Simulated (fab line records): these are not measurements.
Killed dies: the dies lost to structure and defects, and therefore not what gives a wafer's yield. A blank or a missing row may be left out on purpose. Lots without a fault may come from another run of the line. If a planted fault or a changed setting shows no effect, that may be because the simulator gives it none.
fab line records	flow n5-finfet	part 2 of 2: steps 5 to 6 of 6
record: lots: 24	wafers: 72	last-day: 18
route steps=1938 shown BEOL_M6@1230 BEOL_M7@1264
lots untouched by any fault: they come from a run of this same line in which no faults occurred
start-h: hours from the record's opening day to when the first of the lot's shown wafers began	wait-h: how many hours have passed since the lot's step before this one	" identical to the entry in the row above	L1.1+2: one row covering several wafers at once	- value missing, or start not given	* or withheld: withheld	< > ~ a bound
route shown NAME@n: NAME is a module with steps in the file, n the number in the route of the first one	usual: the fault-free wafers' mean and standard deviation	same: alike in all rows	chamber/n: place in a boat	sites: per-site readings	_std_site: the values' standard deviation	_edge_site: mean of outer sites minus mean of inner sites	radius-mm: how far each site lies from the wafer's centre	mask NAME#n: copy n	behind: the most recent tool/chamber to have shaped the wafer	hold: what put the lot on hold/how long, in hours/how the hold closed	device: whichever transistor did not switch (one of n, p or np)	end of line: the tests these same wafers got at the end of their route	where a step has no rows: the recipe by itself	killed: not the wafer's yield, but the dies lost to structure and defects at the first sort	map: dies across one wafer; x = killed, . = not, _ = none there
set.NAME: the setting as run; set.NAME@STEP: as run at that earlier step	model.NAME: the simulator's own value behind a step, which no gauge read
one table for each step of the route and one row for each wafer, over a sample of lots
services: a tool's chamber out of use, with start hour (start-h, from the record's first day; less than 0 if before it), hours out, and reason
== steps ==
step: N5_BEOL_M7_CURE_74
recipe: temp-c: 385	time-s: 240	ambient: He/Ar	material: SiCOH_lowk
usual: lamp-power-pct: 52.32/0.054	wafer_temp_C_max: 386.6/0.52
lot.wafer	tool	chamber	start-h	wait-h	lamp-power-pct	wafer_temp_C_max
L074.1	uv-cure-03	0	190.78	0.0	52.31	386.6
L074.4	"	0	"	"	52.38	386.0
L074.5	"	0	"	"	52.25	386.1
L075.4	uv-cure-02	1	197.47	0.3	52.37	387.0
L075.5	"	1	"	"	52.33	387.4
L075.6	"	1	"	"	52.35	387.9
L076.2	uv-cure-02	1	200.08	0.1	52.28	386.9
L076.3	"	1	"	"	52.31	387.0
L076.4	"	1	"	"	52.38	387.7
L077.1	uv-cure-01	2	206.68	0.0	52.28	386.2
L077.2	"	2	"	"	52.26	386.1
L077.4	"	2	"	"	52.18	386.4
L078.1	uv-cure-02	0	211.96	0.0	52.29	386.4
L078.4	"	0	"	"	52.28	386.7
L078.6	"	0	"	"	52.26	386.3
L079.1	uv-cure-03	0	213.55	0.0	52.35	386.6
L079.3	"	0	"	"	52.30	386.5
L079.6	"	0	"	"	52.29	386.1
L080.3	uv-cure-01	2	219.62	0.2	52.26	386.0
L080.4	"	2	"	"	52.32	386.1
L080.5	"	2	"	"	52.28	385.8
L081.2	uv-cure-03	1	228.06	0.2	52.24	386.2
L081.3	"	1	"	"	52.31	386.2
L081.5	"	1	"	"	52.33	386.0
L082.3	uv-cure-01	1	236.73	0.2	52.23	386.3
L082.4	"	1	"	"	52.35	386.7
L082.5	"	1	"	"	52.30	386.3
L083.2	uv-cure-02	2	242.72	0.2	52.32	386.6
L083.5	"	2	"	"	52.36	386.6
L083.6	"	2	"	"	52.33	385.9
L084.2	uv-cure-01	0	249.34	0.1	52.41	387.4
L084.3	"	0	"	"	52.32	387.2
L084.6	"	0	"	"	52.30	387.2
L085.2	uv-cure-03	1	254.13	0.1	52.33	386.4
L085.5	"	1	"	"	52.36	386.4
L085.6	"	1	"	"	52.37	386.0
L086.1	uv-cure-01	1	254.53	0.0	52.29	386.5
L086.3	"	1	"	"	52.43	386.6
L086.5	"	1	"	"	52.34	386.6
L087.1	uv-cure-03	1	277.37	0.0	52.35	386.2
L087.5	"	1	"	"	52.29	386.2
L087.6	"	1	"	"	52.33	386.3
L090.2	uv-cure-01	0	286.08	0.1	52.29	386.9
L090.3	"	0	"	"	52.39	387.1
L090.5	"	0	"	"	52.44	386.9
L088.1	uv-cure-02	2	286.69	0.3	52.30	385.9
L088.3	"	2	"	"	52.37	386.2
L088.4	"	2	"	"	52.26	386.0
L089.1	uv-cure-02	2	287.17	0.3	52.38	386.8
L089.4	"	2	"	"	52.27	386.0
L089.5	"	2	"	"	52.37	386.5
L091.2	uv-cure-02	2	288.22	0.1	52.36	386.3
L091.3	"	2	"	"	52.30	386.1
L091.6	"	2	"	"	52.39	386.1
L092.1	uv-cure-03	2	304.00	0.0	52.38	387.4
L092.2	"	2	"	"	52.36	386.8
L092.3	"	2	"	"	52.32	387.1
L093.3	uv-cure-01	0	304.61	0.2	52.32	387.3
L093.4	"	0	"	"	52.27	388.0
L093.6	"	0	"	"	52.19	387.9
L094.1	uv-cure-02	2	308.31	0.0	52.33	386.2
L094.5	"	2	"	"	52.19	386.4
L094.6	"	2	"	"	52.25	386.2
L095.2	uv-cure-03	1	315.13	0.3	52.35	386.4
L095.3	"	1	"	"	52.36	385.9
L095.4	"	1	"	"	52.46	386.5
L096.2	uv-cure-01	1	339.21	0.2	52.43	386.3
L096.4	"	1	"	"	52.25	386.8
L096.6	"	1	"	"	52.41	386.7
L097.3	uv-cure-02	0	340.20	0.2	52.31	386.8
L097.5	"	0	"	"	52.37	386.4
L097.6	"	0	"	"	52.34	387.2
step: N5_BEOL_M7_STRIP_67
recipe: chemistry: CF4	resist: SiARC	power-w: 300	bias-power-w: 75	pressure-mtorr: 50	cf4-flow-sccm: 150	rf-frequency-hz: 6e+07
usual: bias-power-w: 74.98/0.22	chamber-pressure-mTorr: 50.01/0.13	drypump-motor-current-A: 5.7/0.63	oes-product-au: 0.82/0.083	rf-vpp-V: 271.0/1.4	showerhead-plenum-p-Torr: 1.79/0.049	throttle-valve-pct: 13.51/0.26
lot.wafer	tool	chamber	start-h	wait-h	bias-power-w	chamber-pressure-mTorr	drypump-motor-current-A	oes-product-au	rf-hours-counter-h	rf-vpp-V	showerhead-plenum-p-Torr	throttle-valve-pct
L074.1	rie-diel-04	0	194.96	0.0	75.01	50.04	5.7	0.67	249	272.6	1.85	14.27
L074.4	"	2	"	"	74.80	49.99	5.7	0.88	25	270.4	1.84	13.52
L074.5	"	3	"	"	75.09	50.04	6.6	0.72	-	268.9	1.71	13.89
L075.4	rie-diel-01	3	199.20	0.0	74.87	50.00	6.4	0.87	62	269.3	1.74	13.36
L075.5	"	2	"	"	75.19	50.01	6.1	0.93	-	269.3	1.77	13.21
L075.6	"	3	"	"	74.71	50.07	6.4	0.87	-	270.5	1.74	13.36
L076.2	rie-diel-01	1	202.07	0.0	75.11	50.00	5.2	0.71	215	270.3	1.76	13.93
L076.3	"	2	"	"	75.40	50.00	6.1	0.93	22	270.6	1.77	13.22
L076.4	"	0	"	"	74.78	50.08	4.7	0.88	51	271.4	1.82	13.37
L077.1	rie-diel-01	0	208.62	0.0	75.03	50.05	4.8	0.88	53	272.8	1.82	13.37
L077.2	"	3	"	"	75.00	49.99	6.4	0.86	64	269.4	1.74	13.34
L077.4	"	1	"	"	75.07	49.97	5.2	0.70	218	269.4	1.76	13.93
L078.1	rie-diel-01	3	213.73	0.0	75.19	49.97	6.4	0.86	66	270.4	1.74	13.36
L078.4	"	0	"	"	74.86	49.95	4.8	0.87	54	270.5	1.82	13.40
L078.6	"	0	"	"	75.21	50.05	4.7	0.87	-	271.1	1.82	13.37
L079.1	rie-diel-01	2	216.06	0.0	74.76	49.98	6.1	0.91	27	269.2	1.77	13.22
L079.3	"	0	"	"	75.31	49.96	4.8	0.87	55	272.9	1.82	13.38
L079.6	"	0	"	"	75.01	49.97	4.8	0.86	-	272.0	1.82	13.39
L080.3	rie-diel-01	1	222.71	0.0	74.95	50.08	5.2	0.71	223	270.3	1.76	13.93
L080.4	"	3	"	"	74.98	50.09	6.4	0.87	69	269.7	1.74	13.38
L080.5	"	1	"	"	75.02	49.98	5.2	0.71	-	270.7	1.76	13.94
L081.2	rie-diel-03	0	229.85	0.0	74.85	49.94	5.0	0.84	81	272.1	1.82	13.21
L081.3	"	2	"	"	74.73	49.87	5.5	0.69	238	268.3	1.70	13.86
L081.5	"	3	"	"	74.85	49.96	6.2	0.72	-	271.0	1.85	13.71
L082.3	rie-diel-01	2	240.80	0.0	75.16	50.03	6.1	0.89	36	271.5	1.77	13.25
L082.4	"	3	"	"	75.00	49.96	6.4	0.84	-	268.8	1.74	13.39
L082.5	"	2	"	"	75.24	50.00	6.1	0.90	-	271.0	1.77	13.25
L083.2	rie-diel-04	1	246.52	0.0	74.78	50.01	6.5	0.78	122	271.0	1.79	13.54
L083.5	"	2	"	"	75.01	49.98	5.7	0.85	-	272.0	1.83	13.57
L083.6	"	1	"	"	75.25	50.07	6.5	0.78	-	271.1	1.79	13.54
L084.2	rie-diel-01	1	250.87	0.0	74.96	49.98	5.2	0.69	230	270.6	1.76	13.97
L084.3	"	2	"	"	74.83	49.95	6.1	0.89	38	269.0	1.77	13.27
L084.6	"	3	"	"	74.59	50.02	6.4	0.84	-	269.7	1.74	13.39
L085.2	rie-diel-01	3	256.71	0.0	74.74	50.09	6.4	0.84	81	270.4	1.74	13.41
L085.5	"	0	"	"	75.14	49.91	4.7	0.85	-	273.4	1.82	13.41
L085.6	"	3	"	"	74.76	49.99	6.4	0.85	-	268.6	1.74	13.39
L086.1	rie-diel-03	0	257.03	0.0	74.92	50.03	5.1	0.82	90	272.1	1.82	13.24
L086.3	"	2	"	"	74.97	49.97	5.5	0.69	247	267.7	1.70	13.90
L086.5	"	0	"	"	74.89	50.02	5.1	0.82	-	271.6	1.82	13.23
L087.1	rie-diel-01	0	279.28	0.0	74.89	50.01	4.7	0.84	74	272.1	1.82	13.45
L087.5	"	3	"	"	75.38	50.07	6.4	0.84	-	269.8	1.74	13.41
L087.6	"	0	"	"	74.74	49.98	4.8	0.84	-	272.7	1.82	13.41
L090.2	rie-diel-03	3	288.00	0.0	74.93	49.96	6.2	0.70	237	272.2	1.85	13.75
L090.3	"	2	"	"	74.95	49.96	5.5	0.97	2	274.1	1.91	13.29
L090.5	"	2	"	"	75.11	49.97	5.5	0.98	-	275.1	1.91	13.30
L088.1	rie-diel-01	1	289.15	0.0	75.23	50.02	5.2	0.70	240	270.9	1.76	13.98
L088.3	"	0	"	"	74.92	49.99	4.8	0.84	77	271.5	1.81	13.43
L088.4	"	3	"	"	74.95	49.97	6.4	0.84	89	269.1	1.74	13.41
L089.1	rie-diel-03	3	290.23	0.0	75.41	50.07	6.3	0.70	238	272.7	1.85	13.79
L089.4	"	0	"	"	75.04	49.98	5.0	0.80	-	270.9	1.81	13.25
L089.5	"	3	"	"	74.82	49.98	6.2	0.70	-	271.7	1.85	13.78
L091.2	rie-diel-03	2	290.52	0.0	75.15	50.04	5.5	0.96	3	275.2	1.91	13.31
L091.3	"	3	"	"	74.90	49.94	6.2	0.70	238	272.4	1.85	13.76
L091.6	"	3	"	"	74.85	50.01	6.2	0.70	-	272.8	1.85	13.74
L092.1	rie-diel-01	2	307.12	0.0	75.36	49.98	6.1	0.88	53	269.4	1.76	13.28
L092.2	"	1	"	"	75.06	50.03	5.2	0.69	245	270.3	1.75	13.99
L092.3	"	0	"	"	74.79	50.02	4.8	0.84	81	271.4	1.81	13.44
L093.3	rie-diel-01	2	307.42	0.0	75.08	50.03	6.1	0.86	53	270.6	1.76	13.29
L093.4	"	3	"	"	74.75	50.00	6.4	0.82	93	270.3	1.74	13.41
L093.6	"	3	"	"	74.86	50.02	6.4	0.82	-	269.5	1.74	13.41
L094.1	rie-diel-01	3	310.73	0.0	74.94	49.87	6.4	0.83	95	271.4	1.74	13.43
L094.5	"	2	"	"	74.89	50.01	6.1	0.88	-	269.6	1.76	13.29
L094.6	"	1	"	"	75.19	50.04	5.2	0.68	-	270.1	1.75	13.98
L095.2	rie-diel-04	3	318.02	0.0	74.81	50.11	6.7	0.70	231	269.5	1.69	13.94
L095.3	"	2	"	"	75.41	49.98	5.6	0.82	62	270.9	1.83	13.61
L095.4	"	1	"	"	75.05	49.96	6.5	0.76	142	271.5	1.79	13.59
L096.2	rie-diel-03	2	341.85	0.0	74.67	49.98	5.5	0.90	23	272.4	1.90	13.36
L096.4	"	0	"	"	75.02	49.96	5.0	0.80	122	271.8	1.81	13.30
L096.6	"	3	"	"	74.80	50.06	6.3	1.00	-	271.4	1.84	13.23
L097.3	rie-diel-04	0	342.23	0.0	74.94	50.04	5.7	0.87	37	272.0	1.84	13.77
L097.5	"	0	"	"	74.89	50.00	5.8	0.87	-	272.3	1.84	13.78
L097.6	"	3	"	"	74.93	49.97	6.6	0.70	-	269.9	1.69	13.98
== services ==
tool	chamber	start-h	hours	kind
uv-cure-01	-	186.94	2.8	pm
ald-metal-01	2	189.20	28.2	repair
rie-diel-02	1	198.27	1.6	repair
uv-cure-02	-	198.27	0.5	repair
ald-metal-01	-	203.70	0.3	repair
cmp-01	-	204.30	4.0	pm
ald-metal-04	-	218.32	1.2	pm
uv-cure-01	-	222.49	1.4	repair
cmp-01	-	223.18	1.3	repair
ald-metal-03	-	227.70	28.1	pm
rie-diel-02	-	229.71	0.5	repair
rie-diel-01	1	240.27	4.0	repair
rie-diel-05	0	258.19	9.4	repair
rie-diel-02	0	264.49	9.9	repair
uv-cure-02	-	268.20	2.1	pm
cmp-01	-	269.35	1.0	repair
ald-metal-03	0	269.45	8.5	repair
ald-metal-04	1	271.72	1.9	repair
ald-metal-03	3	297.82	3.1	repair
rie-diel-05	0	307.30	4.3	repair
ald-metal-03	1	310.68	4.1	repair
pvd-sputter-01	-	320.04	19.6	repair
ald-metal-01	-	337.25	14.0	pm
cmp-01	-	340.63	5.8	pm
